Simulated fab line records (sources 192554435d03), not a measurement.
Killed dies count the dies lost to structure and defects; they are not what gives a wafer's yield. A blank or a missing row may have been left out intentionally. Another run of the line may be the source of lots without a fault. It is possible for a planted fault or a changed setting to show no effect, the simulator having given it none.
A lot that was struck, set against a sound lot :: flow n5_finfet :: 16 out of 1938 route steps
Sound: the wafers L591.1, L591.2, L591.6. Struck: wafer L594.1; the same lot's L594.6 was not struck, so it is left out; see the end for the cause.
At each step with rows: each side's tool, then ch and its chambers, then its first start. Under that, the readings that differ: sound wafers :: struck wafers :: difference of the means :: sigmas: that difference in standard deviations of wafers without a fault.
alike: readings whose means differ by less than 2 such deviations, and words and numbers that are the same on both sides. not compared: withheld readings, readings that some wafer has no value for, bounds like >300 that may hide the same value, and numbers for which the record gives no deviation and whose values overlap.
Wherever a step has rows on one side only, a row that says differs or no value, or a row with sigmas, the two part there. Numbers that have no deviation but don't overlap get no sigmas and don't part them. Lack of a reading on every wafer of one side parts them only where that side has two or more wafers.

N5_BEOL_M1_CMP_52: polishes, stops on SiOC, t overpolish 6.8 s, target thk 40 nm.
  sound on cmp-02 ch 0,2,3, day 8 03:16; struck on cmp-01 ch 3, day 8 20:35
reading: barrier_field_endpoint_s (s)
sound: 24.0 24.8 24.4
struck: 23.1
difference: -1.3
sigmas: -2
  alike: clearing_platen_down_force_psi, motor_current_A, overpolish_run_s, time_to_endpoint_s
N5_BEOL_M1_THK_MEAS_53: measures by xrf.
  sound on film_metro-01 at day 8 03:34; struck on film_metro-01 at day 8 20:47
  alike: M1_THK
then, 1 step without rows for these wafers: N5_BEOL_M1_PRE_CLEAN_60 (time 15 s).
N5_BEOL_M1_CO_CAP_55: material Co, precursor CCTBA/H2, target thk 2 nm, time 102.1 s.
  sound on cvd_co-01 ch 1,2, day 8 03:39; struck on cvd_co-02 ch 0, day 8 20:55
  alike: heater_power_w
then, 1 step without rows for these wafers: N5_BEOL_M1_PRE_CLEAN_56 (time 15 s).
N5_BEOL_M1_DEP_57: deposits SiCN from 3MS/NH3, target thk 8 nm, time 14 s.
  sound on pecvd-03 ch 0,1, day 8 03:46; struck on pecvd-03 ch 0, day 8 21:02
reading: showerhead_plenum_p_Torr (Torr)
sound: 3.660 3.692 3.697
struck: 3.652
difference: -0.031
sigmas: -2
  alike: throttle_valve_pct
N5_BEOL_M1_RS_MEAS_58: a four-point-probe measurement.
  sound on film_metro-02 at day 8 03:50; struck on film_metro-01 at day 8 21:06
  alike: M1_RS
N5_BEOL_M1_INSPECT_59: inspects for defects (darkfield).
  sound on defect_inspect-02 at day 8 03:52; struck on defect_inspect-02 at day 8 21:07
  alike: raw_defect_count
then, 1 step without rows for these wafers: N5_BEOL_M2_ILD_DEP_00 (deposits SiOC from DEMS/O2, target thk 79 nm, time 15.3 s).
N5_BEOL_M2_THK_MEAS_01:
  sound on film_metro-02 at day 8 03:58; struck on film_metro-02 at day 8 21:14
  alike: M2_ILD_THK
N5_BEOL_M2_PECVD_72: deposits SiO2 from TEOS/O2, target thk 16 nm, time 18 s.
  sound on pecvd-01 ch 0,2, day 8 04:00; struck on pecvd-04 ch 2, day 8 21:16
  alike: heater_power_w, showerhead_plenum_p_Torr, throttle_valve_pct
N5_BEOL_M2_HM_DEP_02: deposits TiN, target thk 20 nm.
  sound on pvd_sputter-03 at day 8 04:55; struck on pvd_sputter-02 at day 8 23:04
  alike: chamber_pressure_pa, throttle_valve_pct
N5_BEOL_M2_COAT_61: time 60 s, resist thk 60 nm.
  sound on litho_track-03 ch 0, day 8 05:03; struck on litho_track-05 ch 0, day 8 23:11
reading: run_length_s (s)
sound: 66.38 66.44 66.21
struck: 70.40
difference: +4.06
sigmas: +18
then, 1 step without rows for these wafers: N5_BEOL_M2_COAT_62 (time 60 s, resist thk 12 nm).
N5_BEOL_M4_RC_MEAS_101:
  sound on prober-02 ch 0, day 9 11:56; struck on prober-02 ch 0, day 10 04:27
  alike: DIBL_N, DIBL_P, IOFF_N, IOFF_P, ION_N, ION_P, SS_N, SS_P, VT_N, VT_P
-- a jump in the record: the struck wafers' starts before and after are 4 days apart (it breaks off in module BEOL_M4 and resumes in module PASSIVATION, where the first step shown is number 1936 of the route) --
N5_PASSIVATION_PROBE_49:
  sound on prober-01 at day 13 21:16; struck on prober-02 at day 14 13:55
  alike: defect_limited_yield, killed_at_M0_to_M3, killed_at_M4_up, killed_at_contacts, killed_at_front_end, killed_at_other, killed_dies, killed_open, killed_short, sort_bin_5_function, sort_bin_6_memory, sort_n_pass, sort_yield_pct

== WHERE THEY PART ==
Earliest at N5_BEOL_M1_CMP_52; latest, in this record, at N5_BEOL_M2_COAT_61. Later steps at which nothing parts them and some readings are alike: N5_BEOL_M4_RC_MEAS_101, N5_PASSIVATION_PROBE_49.

WHY: whatever the simulator had introduced
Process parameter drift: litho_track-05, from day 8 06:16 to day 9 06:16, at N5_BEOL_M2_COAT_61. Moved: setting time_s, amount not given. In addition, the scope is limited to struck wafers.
